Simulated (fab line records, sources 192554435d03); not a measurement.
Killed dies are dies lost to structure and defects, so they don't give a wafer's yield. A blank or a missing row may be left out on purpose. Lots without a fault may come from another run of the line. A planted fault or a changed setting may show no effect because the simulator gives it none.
One fault seen from 2 desks | flow n5_finfet | each desk has only its own numbers; what lay behind them comes last

THE TOOL OWNER'S DESK: ald_sin-01
The tool's own readings at N5_FIN_SAQP_SPACER2_ALD_28 (deposits SiO2, target thk 8.1 nm, pulse time 1 s, purge time 2 s): means of the sampled wafers that have a number, for each lot that ran on this tool. A lot is out of limits, marked OUT, if its mean lies more than 4 standard deviations from the usual mean; the brackets give that distance.
Columns: A = heater_power_w at N5_FIN_SAQP_SPACER2_ALD_28, usual 477 W; B = precursor_pulse_height_rel at N5_FIN_SAQP_SPACER2_ALD_28, usual 0.999
lot  | first seen here | A   | B
L371 | day 2 06:33     | 510 | 0.998
L373 | day 2 19:47     | 524 | 1.002
L385 | day 5 20:10     | 447 | 1.001
L386 | day 6 02:03     | 477 | 0.992
L388 | day 6 14:40     | 520 | 1.001
L390 | day 7 01:15     | 450 | 0.982
This desk's finding: nothing out of limits on any of the 6 lots.

THE METROLOGY DESK
What the gauges read, lot by lot, whatever tool the lot ran on: means of the sampled wafers that have a number. A lot is out of limits, marked OUT, if its mean lies more than 4 standard deviations from the usual mean; the brackets give that distance. Of its 19 readings 7 are shown: the one that was out of limits first, and those that lie furthest out on some lot.
Columns: A = cd_nm at N5_FIN_SAQP_CD_MEAS_31, usual 8.14 nm; B = IOFF_N at N5_BEOL_M4_RC_MEAS_101, usual 0.16 nA/um; C = IOFF_N_85C at N5_BEOL_M4_RC_MEAS_101, usual 3.1 nA/um; D = IOFF_N_LIN at N5_BEOL_M4_RC_MEAS_101, usual 0.075 nA/um; E = IOFF_P at N5_BEOL_M4_RC_MEAS_101, usual 0.22 nA/um; F = IOFF_P_85C at N5_BEOL_M4_RC_MEAS_101, usual 3.7 nA/um; G = IOFF_P_LIN at N5_BEOL_M4_RC_MEAS_101, usual 0.101 nA/um
lot  | first seen here | A               | B              | C              | D               | E              | F               | G
L371 | day 2 07:05     | 7.99            | 0.13           | 2.7            | 0.063           | 0.16           | 2.9             | 0.081
L372 | day 2 13:37     | 8.10            | 0.12           | 2.4            | 0.058           | 0.19           | 3.3             | 0.092
L373 | day 2 20:25     | 8.41            | 0.18           | 3.4            | 0.082           | 0.22           | 3.7             | 0.099
L375 | day 3 08:23     | 8.16            | 0.17           | 3.4            | 0.082           | 0.25           | 4.3             | 0.114
L380 | day 4 14:03     | 7.98            | 0.15           | 3.0            | 0.072           | 0.23           | 3.8             | 0.106
L385 | day 5 20:57     | 8.16            | 0.18           | 3.4            | 0.080           | 0.23           | 4.0             | 0.107
L386 | day 6 02:32     | 9.42 (+5.3) OUT | 1.03 (+22) OUT | 13.5 (+17) OUT | 0.325 (+17) OUT | 0.77 (+12) OUT | 10.3 (+9.7) OUT | 0.235 (+7.9) OUT
L388 | day 6 15:11     | 9.46 (+5.5) OUT | 1.24 (+28) OUT | 15.9 (+20) OUT | 0.375 (+20) OUT | 0.94 (+15) OUT | 11.8 (+12) OUT  | 0.275 (+10) OUT
L390 | day 7 01:47     | 9.93 (+7.5) OUT | 1.90 (+45) OUT | 23.2 (+32) OUT | 0.549 (+32) OUT | 1.44 (+26) OUT | 17.4 (+20) OUT  | 0.383 (+17) OUT
This desk's finding: out of limits on L386, L388, L390; first on L386, day 6 02:32 (cd_nm at N5_FIN_SAQP_CD_MEAS_31). In limits: L371, L372, L373, L375, L380, L385.

PUT TOGETHER
The metrology desk could have raised an alarm at day 6 02:32, on L386, L388, L390.
The tool owner's desk saw nothing out of limits.
The tool owner's desk has L386, L388, L390 on record, within its limits.
Of the lots named, all ran N5_FIN_SAQP_SPACER2_ALD_28 on ald_sin-01.

WHAT THE SIMULATOR HAD PUT IN
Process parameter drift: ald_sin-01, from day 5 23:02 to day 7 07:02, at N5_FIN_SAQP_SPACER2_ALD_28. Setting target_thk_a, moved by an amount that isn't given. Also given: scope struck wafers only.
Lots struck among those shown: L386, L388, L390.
Hours from the fault's start to each desk's first reading out of limits: the metrology desk, 4.
